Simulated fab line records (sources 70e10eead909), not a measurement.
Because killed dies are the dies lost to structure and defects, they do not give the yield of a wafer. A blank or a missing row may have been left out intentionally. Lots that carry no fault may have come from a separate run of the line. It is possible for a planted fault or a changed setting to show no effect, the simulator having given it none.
fab line records	flow nand-harc
record lots=12	wafers=36	last-day=34
route steps=1302 shown A_CONTACT@1099 A_BLC@1117 END@1302
lots that met no fault: from a run of the same line without faults
start-h: hours from the record's first day to the start of the lot's first wafer shown	wait-h: time in hours since the lot's previous step	" unchanged from the row above	L1.1+2: one row covering several wafers at once	- no value, or no start given	* or withheld: withheld	< > ~ a bound
route shown NAME@n: a module of which the file shows steps, and the number in the route of the first	usual: mean and standard deviation over wafers with no fault	same: alike in all rows	chamber/n: place in a boat	sites: the reading at each site	_std_site: standard deviation across them	_edge_site: outer sites' mean less inner sites'	radius-mm: for every site, how far away it sits from the centre of the wafer	mask NAME#n: copy n	behind: the tool/chamber that last shaped the wafer	hold: why the lot went on hold/how many hours it stayed there/how the hold came to an end	device: which transistor (n, p or np) failed to switch	end of line: the route-end tests of the same wafers	a step given without rows: its recipe and nothing more	killed: dies lost to structure and defects at the first sort, not the wafer's yield	map: the dies of a wafer, with x for killed, . for not killed, _ for no die there
set.NAME: the setting that was run; set.NAME@STEP: the one run at that earlier step	model.NAME: the simulator's own value behind a step, which no gauge read
one table for each step of the route and one row for each wafer, over a sample of lots
services: a tool's chamber out of use, with start hour (start-h, from the record's first day; less than 0 if before it), hours out, and reason
## steps
# step NHARC_A_CONTACT_STRIP_26
# recipe o2-flow-sccm=500	ar-flow-sccm=0	bias-w=0	chemistry=O2
# usual drypump-motor-current-A=5.7/0.33	oes-product-au=0.998/0.0098	rf-vpp-V=57.8/0.78	showerhead-plenum-p-Torr=3.55/0.15	throttle-valve-pct=17.037/0.0092
lot.wafer	tool	chamber	start-h	wait-h	drypump-motor-current-A	oes-product-au	rf-hours-counter-h	rf-vpp-V	showerhead-plenum-p-Torr	throttle-valve-pct
L816.1	rie-diel-06	0	-	-	5.9	0.990	5	58.0	3.58	17.051
L816.2	"	2	"	"	5.6	0.998	5	58.5	3.72	17.034
L816.5	"	1	"	"	5.4	0.995	-	57.5	3.47	17.057
L818.2	rie-diel-06	2	-	-	5.6	1.003	8	58.5	3.71	17.057
L818.6	"	0	"	"	5.9	0.989	-	58.5	3.58	17.027
L818.5	"	2	"	"	5.6	1.001	-	57.4	3.71	17.040
L820.3	rie-diel-01	0	-	-	6.2	0.994	54	57.7	3.36	17.041
L820.4	"	0	"	"	6.2	0.997	-	57.6	3.36	17.029
L820.6	"	1	"	"	5.7	0.989	-	59.0	3.55	17.035
L819.2	rie-diel-01	0	-	-	6.2	0.989	54	57.4	3.36	17.062
L819.1	"	1	"	"	5.6	0.984	50	57.4	3.55	17.038
L819.4	"	3	"	"	5.1	0.981	-	56.5	3.59	17.029
L821.2	rie-diel-06	2	-	-	5.6	1.001	12	59.2	3.71	17.039
L821.1	"	0	"	"	5.9	0.998	13	58.1	3.57	17.024
L821.6	"	2	"	"	5.6	1.006	-	57.7	3.71	17.035
L830.1	rie-diel-06	0	-	-	5.9	0.992	27	57.1	3.56	17.030
L830.3	"	1	"	"	5.4	0.996	27	57.1	3.46	17.029
L830.4	"	2	"	"	5.6	0.993	28	57.1	3.70	17.035
L832.1	rie-diel-13	3	-	-	5.2	1.023	46	57.2	3.62	17.040
L832.4	"	0	"	"	6.3	1.025	44	57.3	3.27	17.044
L832.6	"	0	"	"	6.3	1.024	-	57.1	3.27	17.038
L833.3	rie-diel-06	1	-	-	5.4	0.999	0	58.0	3.46	17.031
L833.6	"	2	"	"	5.6	1.018	-	58.3	3.70	17.043
L833.5	"	3	"	"	5.6	1.001	-	57.2	3.33	17.027
L834.1	rie-diel-06	2	-	-	5.6	1.018	5	59.6	3.70	17.036
L834.5	"	1	"	"	5.4	0.988	-	57.0	3.45	17.032
L834.6	"	2	"	"	5.5	1.017	-	58.7	3.70	17.039
L835.2	rie-diel-06	0	-	-	5.9	1.000	7	56.6	3.56	17.027
L835.3	"	1	"	"	5.4	0.988	7	58.3	3.45	17.018
L835.6	"	0	"	"	5.9	1.004	-	58.2	3.56	17.029
L838.1	rie-diel-13	1	-	-	6.1	1.006	8	57.2	3.68	17.042
L838.3	"	2	"	"	5.5	0.997	7	58.0	3.67	17.040
L838.6	"	1	"	"	6.2	1.007	-	59.9	3.68	17.045
L839.2	rie-diel-06	3	-	-	5.7	0.992	11	56.8	3.33	17.035
L839.6	"	1	"	"	5.4	0.990	-	57.2	3.45	17.029
L839.5	"	2	"	"	5.5	1.016	-	58.3	3.69	17.024
# step NHARC_A_CONTACT_ALD_18
# recipe target-thk-a=30	pulse-time-s=1	ald-cycles=150	temp-c=450	material=TiN
# usual heater-power-w=1070/130	precursor-pulse-height-rel=0.998/0.02
lot.wafer	tool	chamber	start-h	wait-h	heater-power-w	precursor-pulse-height-rel
L816.2	ald-metal-03	2	522.57	-	1038	1.003
L816.1	"	0	"	"	1125	0.991
L816.5	"	2	"	"	1034	1.003
L818.2	ald-metal-04	2	530.79	-	1416	0.965
L818.6	"	1	"	"	948	1.002
L818.5	"	2	"	"	1392	1.012
L820.3	ald-metal-02	0	545.05	-	972	1.007
L820.4	"	1	"	"	990	0.990
L820.6	"	3	"	"	1110	0.987
L819.1	ald-metal-03	1	547.00	-	1034	1.027
L819.2	"	2	"	"	1033	0.995
L819.4	"	2	"	"	1059	1.021
L821.1	ald-metal-04	2	566.43	-	1379	0.969
L821.2	"	3	"	"	888	0.985
L821.6	"	2	"	"	1380	1.008
L830.1	ald-metal-03	0	651.52	-	1138	1.019
L830.3	"	2	"	"	1016	0.966
L830.4	"	0	"	"	1164	0.974
L832.1	ald-metal-04	1	668.85	-	944	1.025
L832.4	"	2	"	"	1327	0.990
L832.6	"	0	"	"	1093	1.016
L833.3	ald-metal-04	0	677.17	-	1050	1.014
L833.5	"	3	"	"	920	0.972
L833.6	"	0	"	"	1104	0.986
L834.1	ald-metal-03	2	705.07	-	1038	1.017
L834.6	"	1	"	"	1048	1.021
L834.5	"	0	"	"	1160	0.999
L835.2	ald-metal-03	0	708.69	-	1121	0.991
L835.3	"	2	"	"	1053	1.000
L835.6	"	1	"	"	1083	0.978
L838.3	ald-metal-02	1	721.70	-	1017	1.009
L838.1	"	3	"	"	1100	0.994
L838.6	"	2	"	"	1130	1.019
L839.2	ald-metal-02	2	756.06	-	1147	1.008
L839.5	"	1	"	"	1037	0.955
L839.6	"	2	"	"	1138	1.014
# step NHARC_A_BLC_CD_MEAS_10
# recipe target-cd-nm=100	landing-energy-ev=500
# usual cd-nm=100.4/0.77
lot.wafer	tool	chamber	start-h	wait-h	cd-nm
L816.1	cd-sem-01	0	524.58	-	101.0
L816.2	"	0	"	"	99.4
L816.5	"	0	"	"	99.7
L818.2	cd-sem-01	0	532.75	-	99.8
L818.5	"	0	"	"	99.8
L818.6	"	0	"	"	99.9
L820.3	cd-sem-01	0	547.01	-	99.4
L820.4	"	0	"	"	101.3
L820.6	"	0	"	"	100.5
L819.1	cd-sem-01	0	549.02	-	101.2
L819.2	"	0	"	"	101.0
L819.4	"	0	"	"	101.2
L821.1	cd-sem-03	0	568.45	-	100.4
L821.2	"	0	"	"	100.3
L821.6	"	0	"	"	101.9
L830.1	cd-sem-02	0	653.44	-	100.3
L830.3	"	0	"	"	100.4
L830.4	"	0	"	"	99.5
L832.1	cd-sem-02	0	670.83	-	100.1
L832.4	"	0	"	"	100.4
L832.6	"	0	"	"	101.7
L833.3	cd-sem-03	0	679.16	-	100.5
L833.5	"	0	"	"	100.2
L833.6	"	0	"	"	99.7
L834.1	cd-sem-03	0	707.08	-	100.9
L834.5	"	0	"	"	100.9
L834.6	"	0	"	"	100.1
L835.2	cd-sem-01	0	710.76	-	100.9
L835.3	"	0	"	"	99.7
L835.6	"	0	"	"	100.9
L838.1	cd-sem-03	0	723.71	-	100.8
L838.3	"	0	"	"	100.4
L838.6	"	0	"	"	99.2
L839.2	cd-sem-02	0	758.05	-	99.9
L839.5	"	0	"	"	100.0
L839.6	"	0	"	"	100.3
# step NHARC_A_BLC_ETCH_17
# recipe target-depth-a=3900	over-etch-frac=0.25	time-s=609.38	ion-energy-ev=200	n2-flow-sccm=150	h2-flow-sccm=150	ar-flow-sccm=0	rf-w=400	bias-w=150	chemistry=N2/H2
# usual drypump-motor-current-A=5.9/0.31	oes-product-au=0.999/0.012	rf-vpp-V=430.3/2.8	run-length-s=630.8/0.53	showerhead-plenum-p-Torr=2.03/0.096	throttle-valve-pct=14.170/0.0089
lot.wafer	tool	chamber	start-h	wait-h	drypump-motor-current-A	oes-product-au	rf-hours-counter-h	rf-vpp-V	run-length-s	showerhead-plenum-p-Torr	throttle-valve-pct
L816.2	rie-diel-09	1	525.07	-	5.9	0.989	2	431.3	630.5	2.09	14.177
L816.1	"	2	"	"	5.8	1.018	1	431.8	630.7	2.08	14.168
L816.5	"	0	"	"	5.9	1.008	-	434.8	630.3	2.19	14.163
L818.2	rie-diel-11	1	533.11	-	6.2	0.996	8	425.7	630.5	1.88	14.192
L818.5	"	1	"	"	6.2	1.004	-	425.6	630.3	1.88	14.170
L818.6	"	2	"	"	5.6	1.001	-	432.3	631.7	2.05	14.177
L820.3	rie-diel-11	0	547.37	-	6.5	0.992	10	432.4	631.5	2.13	14.171
L820.4	"	1	"	"	6.2	1.006	9	426.2	630.2	1.88	14.169
L820.6	"	0	"	"	6.5	0.990	-	433.1	631.5	2.13	14.151
L819.1	rie-diel-11	0	549.38	-	6.5	0.978	10	432.7	631.3	2.13	14.172
L819.4	"	1	"	"	6.2	0.992	9	424.9	630.1	1.88	14.182
L819.2	"	2	"	"	5.6	1.000	9	431.6	615.6	2.05	14.190
L821.1	rie-diel-09	3	568.84	-	6.1	1.007	4	429.6	631.3	2.01	14.159
L821.2	"	1	"	"	5.9	0.990	5	433.5	629.8	2.09	14.168
L821.6	"	2	"	"	5.8	1.024	-	432.1	630.8	2.08	14.167
L830.1	rie-diel-11	2	653.84	-	5.5	0.993	4	430.2	631.6	2.05	14.161
L830.3	"	3	"	"	5.9	0.991	4	429.0	631.3	1.98	14.160
L830.4	"	0	"	"	6.5	1.001	4	433.1	631.5	2.12	14.175
L832.1	rie-diel-02	1	671.24	-	5.3	1.006	26	431.9	631.0	2.06	14.172
L832.4	"	2	"	"	6.0	0.993	25	427.1	630.7	1.91	14.181
L832.6	"	0	"	"	5.6	0.997	-	426.3	630.9	1.89	14.170
L833.3	rie-diel-11	3	679.56	-	5.9	0.991	5	428.4	631.2	1.97	14.175
L833.6	"	2	"	"	5.6	0.985	-	429.9	631.4	2.05	14.179
L833.5	"	3	"	"	5.9	0.990	-	430.3	631.1	1.98	14.180
L834.1	rie-diel-11	2	707.53	-	5.5	0.989	8	430.1	631.7	2.05	14.172
L834.5	"	0	"	"	6.5	1.006	-	431.9	631.4	2.12	14.159
L834.6	"	1	"	"	6.2	1.006	-	426.6	631.1	1.88	14.152
L835.3	rie-diel-09	1	711.16	-	5.9	1.001	1	431.1	630.0	2.09	14.165
L835.2	"	3	"	"	6.1	1.013	2	429.3	631.0	2.00	14.181
L835.6	"	1	"	"	5.9	0.999	-	432.0	630.6	2.09	14.190
L838.1	rie-diel-11	2	724.10	-	5.6	1.003	10	429.4	631.7	2.05	14.176
L838.3	"	1	"	"	6.2	0.993	10	425.3	630.2	1.87	14.184
L838.6	"	2	"	"	5.5	1.005	-	431.5	631.2	2.05	14.163
L839.2	rie-diel-11	1	758.53	-	6.2	1.000	14	425.3	630.5	1.87	14.167
L839.5	"	2	"	"	5.5	0.993	-	431.4	631.6	2.05	14.168
L839.6	"	3	"	"	5.9	0.997	-	429.7	631.0	1.97	14.175
# step NHARC_END_SORT_01
# recipe temp-c=25
# usual killed-at-array=58/19	killed-at-other=1.1/1.2	killed-at-periphery=3.8/2.4	killed-dies=63/18	killed-open=3.3/1.8	killed-short=2.2/1.6
# same gross-dies=677
lot.wafer	tool	chamber	start-h	wait-h	killed-at-array	killed-at-other	killed-at-periphery	killed-dies	killed-open	killed-short
L818.2	prober-01	0	578.44	2.8	49	1	7	57	7	1
L818.5	prober-01	0	580.82	3.7	53	2	6	61	3	1
L818.6	prober-01	0	581.61	4.0	38	1	9	48	2	2
L819.1	prober-01	0	591.10	2.5	46	2	6	54	7	5
L819.2	prober-01	0	591.90	2.8	61	1	3	65	4	1
L819.4	prober-01	0	593.48	3.4	43	2	3	48	2	1
L832.1	prober-02	0	714.62	2.5	71	0	5	76	3	3
L832.4	prober-02	0	716.98	3.4	62	0	5	67	6	2
L832.6	prober-02	0	718.55	3.9	72	0	1	73	0	0
L833.3	prober-01	0	725.14	3.1	82	4	3	89	3	5
L833.5	prober-01	0	726.72	3.7	64	0	3	67	4	2
L833.6	prober-01	0	727.51	4.0	55	3	6	64	2	1
L835.2	prober-01	0	752.12	2.8	27	0	9	36	2	6
L835.3	prober-01	0	752.92	3.1	27	1	13	41	3	4
L835.6	prober-01	0	755.31	4.0	28	0	7	35	2	2
L834.1	prober-01	0	759.16	2.5	49	1	2	52	3	2
L834.5	prober-01	0	762.33	3.7	71	1	3	75	4	5
L834.6	prober-01	0	763.12	4.0	56	2	3	61	4	5
# killed by level:class
L818.2 A_SLIT:chamber-film-flake=21 A_CHANNEL_HOLE_D2:chamber-film-flake=13 A_STAIRCASE:chamber-film-flake=4 P_M0:chamber-film-flake=3 A_SGD_CUT:geometric-particle:open=2 P_GATE:chamber-film-flake=2 A_CHANNEL_FILL_D1:chamber-film-flake=2 A_CONTACT:chamber-film-flake=2
L818.5 A_SLIT:chamber-film-flake=25 A_CHANNEL_HOLE_D2:chamber-film-flake=12 A_CONTACT:chamber-film-flake=5 A_CHANNEL_HOLE_D1:chamber-film-flake=3 A_SGD_CUT:geometric-particle:open=2 P_ZERO_WELL:chamber-film-flake=2 P_GATE:chamber-film-flake=2 P_M0:chamber-film-flake=2
L818.6 A_SLIT:chamber-film-flake=21 A_CHANNEL_HOLE_D2:chamber-film-flake=7 P_GATE:chamber-film-flake=5 A_CONTACT:chamber-film-flake=4 P_M0:geometric-particle:open=2 A_CHANNEL_HOLE_D1:chamber-film-flake=2 A_CHANNEL_FILL_D1:chamber-film-flake=2 P_M0:geometric-particle:short=1
L819.1 A_CHANNEL_HOLE_D2:chamber-film-flake=26 A_CONTACT:chamber-film-flake=6 A_DECK1_JOINT:geometric-particle:open=2 A_ONON_D2:geometric-particle:open=2 P_ZERO_WELL:chamber-film-flake=2 A_CHANNEL_HOLE_D1:chamber-film-flake=2 THIN_TSV:chamber-film-flake=2 P_STI:geometric-particle:open=1
L819.2 A_CHANNEL_HOLE_D2:chamber-film-flake=36 A_CONTACT:chamber-film-flake=12 P_ZERO_WELL:chamber-film-flake=3 A_SOURCE_PLATE:geometric-particle:open=2 A_DECK1_JOINT:chamber-film-flake=2 A_M1:chamber-film-flake=2 A_ONON_D2:geometric-particle:open=1 A_CHANNEL_FILL_D2:geometric-particle:short=1
L819.4 A_CHANNEL_HOLE_D2:chamber-film-flake=25 A_CHANNEL_HOLE_D1:chamber-film-flake=6 A_CONTACT:chamber-film-flake=4 A_M1:chamber-film-flake=3 P_ZERO_WELL:chamber-film-flake=2 THIN_TSV:chamber-film-flake=2 P_CONTACT:geometric-particle:open=1 A_WL_FILL:geometric-particle:short=1
L832.1 A_CHANNEL_HOLE_D1:chamber-film-flake=32 A_CHANNEL_HOLE_D2:chamber-film-flake=22 A_CHANNEL_FILL_D2:chamber-film-flake=4 P_GATE:chamber-film-flake=3 A_SLIT:chamber-film-flake=3 A_BLC:geometric-particle:open=2 A_STAIRCASE:chamber-film-flake=2 A_SGD_CUT:chamber-film-flake=2
L832.4 A_CHANNEL_HOLE_D1:chamber-film-flake=29 A_CHANNEL_HOLE_D2:chamber-film-flake=14 A_STAIRCASE:chamber-film-flake=6 P_STI:geometric-particle:open=2 A_SLIT:chamber-film-flake=2 A_WL_FILL:chamber-film-flake=2 A_ONON_D1:geometric-particle:open=1 A_ONON_D2:geometric-particle:open=1
L832.6 A_CHANNEL_HOLE_D2:chamber-film-flake=28 A_CHANNEL_HOLE_D1:chamber-film-flake=26 A_CHANNEL_FILL_D2:chamber-film-flake=5 A_SLIT:chamber-film-flake=5 A_STAIRCASE:chamber-film-flake=3 A_CONTACT:chamber-film-flake=2 P_BONDPAD:chamber-film-flake=1 A_SGD_CUT:chamber-film-flake=1
L833.3 A_SLIT:chamber-film-flake=41 A_CONTACT:chamber-film-flake=13 A_STAIRCASE:chamber-film-flake=9 A_CHANNEL_HOLE_D1:chamber-film-flake=8 A_CHANNEL_HOLE_D2:chamber-film-flake=3 THIN_TSV:chamber-film-flake=3 A_WL_FILL:geometric-particle:short=2 P_CONTACT:chamber-film-flake=2
L833.5 A_SLIT:chamber-film-flake=30 A_CHANNEL_HOLE_D1:chamber-film-flake=10 A_CONTACT:chamber-film-flake=7 A_CHANNEL_HOLE_D2:chamber-film-flake=5 A_STAIRCASE:chamber-film-flake=4 P_M2:chamber-film-flake=2 A_DECK1_JOINT:chamber-film-flake=2 P_M0:geometric-particle:open=1
L833.6 A_SLIT:chamber-film-flake=26 A_CONTACT:chamber-film-flake=9 A_CHANNEL_HOLE_D1:chamber-film-flake=6 A_STAIRCASE:chamber-film-flake=6 A_CHANNEL_HOLE_D2:chamber-film-flake=4 P_CONTACT:chamber-film-flake=3 THIN_TSV:chamber-film-flake=3 P_CONTACT:geometric-particle:open=1
L835.2 A_CHANNEL_HOLE_D1:chamber-film-flake=9 P_CONTACT:chamber-film-flake=6 A_SLIT:chamber-film-flake=5 A_CONTACT:chamber-film-flake=4 P_GATE:geometric-particle:open=1 P_CONTACT:geometric-particle:short=1 A_ONON_D1:geometric-particle:open=1 A_CHANNEL_FILL_D1:geometric-particle:short=1
L835.3 A_CHANNEL_HOLE_D1:chamber-film-flake=12 P_CONTACT:chamber-film-flake=8 A_STAIRCASE:chamber-film-flake=5 A_SLIT:chamber-film-flake=3 P_M0:geometric-particle:open=2 P_ZERO_WELL:chamber-film-flake=2 A_CONTACT:chamber-film-flake=2 P_CONTACT:geometric-particle:short=1
L835.6 A_CHANNEL_HOLE_D1:chamber-film-flake=11 A_SLIT:chamber-film-flake=8 P_CONTACT:chamber-film-flake=3 P_ZERO_WELL:chamber-film-flake=2 A_WL_FILL:chamber-film-flake=2 A_CONTACT:chamber-film-flake=2 P_M2:geometric-particle:short=1 A_ONON_D1:geometric-particle:open=1
L834.1 A_CHANNEL_HOLE_D2:chamber-film-flake=25 A_CHANNEL_HOLE_D1:chamber-film-flake=9 A_STAIRCASE:chamber-film-flake=4 A_CONTACT:chamber-film-flake=4 A_SLIT:chamber-film-flake=3 P_GATE:geometric-particle:open=1 P_CONTACT:geometric-particle:short=1 A_CHANNEL_FILL_D2:geometric-particle:short=1
L834.5 A_CHANNEL_HOLE_D2:chamber-film-flake=24 A_CHANNEL_HOLE_D1:chamber-film-flake=10 A_CONTACT:chamber-film-flake=10 A_STAIRCASE:chamber-film-flake=8 A_SLIT:chamber-film-flake=8 A_WL_FILL:geometric-particle:short=2 A_ZERO_WELL:chamber-film-flake=2 P_CONTACT:geometric-particle:short=1
L834.6 A_CHANNEL_HOLE_D2:chamber-film-flake=23 A_SLIT:chamber-film-flake=10 A_CHANNEL_HOLE_D1:chamber-film-flake=9 A_DECK1_JOINT:geometric-particle:short=3 A_STAIRCASE:chamber-film-flake=3 A_CONTACT:chamber-film-flake=2 THIN_TSV:chamber-film-flake=2 P_CONTACT:geometric-particle:open=1
## services
tool	chamber	start-h	hours	kind
rie-diel-06	3	498.17	35.2	repair
ald-metal-03	3	521.33	241.6	repair
rie-diel-06	-	548.65	3.7	repair
rie-diel-01	-	557.90	9.0	pm
rie-diel-09	2	560.18	3.9	repair
rie-diel-09	0	562.01	16.5	repair
ald-metal-04	0	563.88	26.5	repair
ald-metal-03	0	581.26	6.3	repair
ald-metal-02	-	585.15	2.0	repair
ald-metal-03	1	595.45	2.4	repair
rie-diel-01	-	602.36	3.7	repair
rie-diel-11	-	609.50	9.0	pm
ald-metal-02	-	610.00	10.0	pm
rie-diel-13	0	622.90	4.5	repair
ald-metal-04	-	647.02	0.8	repair
ald-metal-04	-	652.00	10.0	pm
rie-diel-06	-	661.20	9.0	pm
rie-diel-09	0	664.18	1.8	repair
rie-diel-09	-	674.10	9.0	pm
rie-diel-09	1	688.44	11.7	repair
rie-diel-06	0	711.70	2.8	repair
rie-diel-11	0	716.50	7.6	repair
rie-diel-09	2	721.89	12.6	repair
ald-metal-03	-	746.18	10.0	pm
## key
first-sign step=NHARC_A_BLC_ETCH_17	reading=run-length-s	direction=down	sigmas=29	usual=*	struck=*
effect none on later readings
met-at NHARC_A_BLC_ETCH_17
struck-lots L819
struck-wafers L819.2
tester-left-out L819
not-acting-at NHARC_A_CONTACT_STRIP_26,NHARC_A_CONTACT_ALD_18,NHARC_A_BLC_CD_MEAS_10
onset-between 547.37 549.38
fault kind=process-parameter-drift	tool=rie-diel-11	chamber=-	onset-h=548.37	steps=NHARC_A_BLC_ETCH_17	channel=time-s	offset=*	shape=step	end-h=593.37	scope=struck-wafers-only	acts-in=*	stated=*
# tester-left-out: of these lots the tester's yield and bins aren't shown, on N5 and GAA mostly nor the transistor test; their killed dies are dies lost to structure and defects alone, not to doping, threshold or leakage, so they don't give the yield
